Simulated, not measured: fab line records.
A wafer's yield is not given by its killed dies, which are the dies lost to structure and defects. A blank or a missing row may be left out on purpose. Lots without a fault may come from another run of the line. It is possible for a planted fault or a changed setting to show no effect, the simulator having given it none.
Lot-split experiment -- flow n5Finfet -- 21 wafers read across 7 lots, on a route 1938 steps long

== ABOUT THE SPLIT ==
At N5_PMOS_HMC_CHANNEL_EPI_PEB_07 (peb time 60 s), the setting pebTimeS was moved away from the recipe's 60 s on 5 of the 21 wafers read, by -21.7% to +22.4%. All remaining wafers had this setting at the recipe value.

== FROM THE SPLIT TO THE READING: what the file shows between them, 1 step ==
- N5_PMOS_HMC_CHANNEL_EPI_DEVELOP_08: develop time 30 s

== THE READING ==
Shown in nm: cdNm at N5_PMOS_HMC_CHANNEL_EPI_CD_MEAS_09, with target cd 237.4 nm. On this fab line, fault-free wafers typically give 237.4 nm with a standard deviation of 0.96 nm.

wafer,"tool, chamber at the split","pebTimeS as run, s",against the recipe,"cdNm, nm",against lot-mates on the recipe
L080.1,"lithoTrack-02, 0",60,recipe,236.0,-
L080.4,"lithoTrack-02, 0",60,recipe,240.3,-
L080.5,"lithoTrack-02, 0",60,recipe,236.1,-
L083.3,"lithoTrack-03, 0",60,recipe,238.7,-
L083.4,"lithoTrack-03, 0",60,recipe,234.5,-
L083.6,"lithoTrack-03, 0",60,recipe,237.7,-
L087.2,"lithoTrack-01, 0",60,recipe,237.4,-
L087.3,"lithoTrack-01, 0",60,recipe,237.2,-
L087.5,"lithoTrack-01, 0",60,recipe,237.4,-
L091.2,"lithoTrack-01, 0",73.43,+22.4%,241.4,+7.7
L091.5,"lithoTrack-01, 0",73.43,+22.4%,241.3,+7.6
L091.6,"lithoTrack-01, 0",60,recipe,233.7,-
L095.3,"lithoTrack-02, 0",60,recipe,237.3,-
L095.4,"lithoTrack-02, 0",46.98,-21.7%,230.7,-7.0
L095.5,"lithoTrack-02, 0",60,recipe,238.1,-
L096.1,"lithoTrack-02, 0",60,recipe,236.8,-
L096.3,"lithoTrack-02, 0",60,recipe,237.9,-
L096.6,"lithoTrack-02, 0",50.3,-16.2%,230.1,-7.3
L097.4,"lithoTrack-03, 0",65.49,+9.1%,242.0,+4.1
L097.5,"lithoTrack-03, 0",60,recipe,235.4,-
L097.6,"lithoTrack-03, 0",60,recipe,240.3,-

FIT RESULTS
A straight line over all 21 wafers: cdNm changes by +0.269 nm for each +1% of pebTimeS; r = +0.81; the points scatter about the line by 1.9 nm.
The same after taking each lot's own level away (the mean of its wafers on the recipe; 21 wafers): +0.358 nm for each +1%; r = +0.93; scatter 1.4 nm.
According to that fit, moving pebTimeS by its largest amount changes the reading by 8 nm.
The lots' own levels span 233.70 to 237.85 nm, that is 4.3 times the standard deviation above.
In other words, the slope is changed by the lot-to-lot level; the two fits disagree.
Check: +8.1 nm against its lot-mates is what the line predicts for one of the wafers moved furthest among these (+22.4%) when that wafer is left out of the fit. It came out at +7.7 nm against them.

== ADDITIONAL SPLITS CARRIED BY THESE WAFERS ==
Note: prior to the reading, these wafers also went through further splits. Each is held against what the fit with the lots' levels taken away leaves over:
other split on the same wafers,wafers away from the commonest value,r with cdNm (lot level and that fit taken away)
N5_ZERO_LAYER_COAT_05 spinRpm,9,-0.18
N5_ZERO_LAYER_EXPOSE_08 doseMj,4,-0.08

== THE WHOLE CHAIN: every reading that the file lists as answering this split, in the file's order ==
step,what it does,reading,change (the file's fit),r (the file's)
N5_PMOS_HMC_CHANNEL_EPI_CD_MEAS_09,target cd 237.4 nm,cdNm,+0.365 nm for each +1% of the setting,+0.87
N5_PMOS_HMC_CHANNEL_EPI_DESCUM_14,"chemistry O2, time 7.9 s","PMOS_HMC_CHANNEL_EPI.cdNm (the simulator's own value, which no gauge read)",+0.357 nm for each +1% of the setting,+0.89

== THE FILE'S OWN FIT ==
cdNm changes by +0.365 nm for each +1% of pebTimeS, r = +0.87.
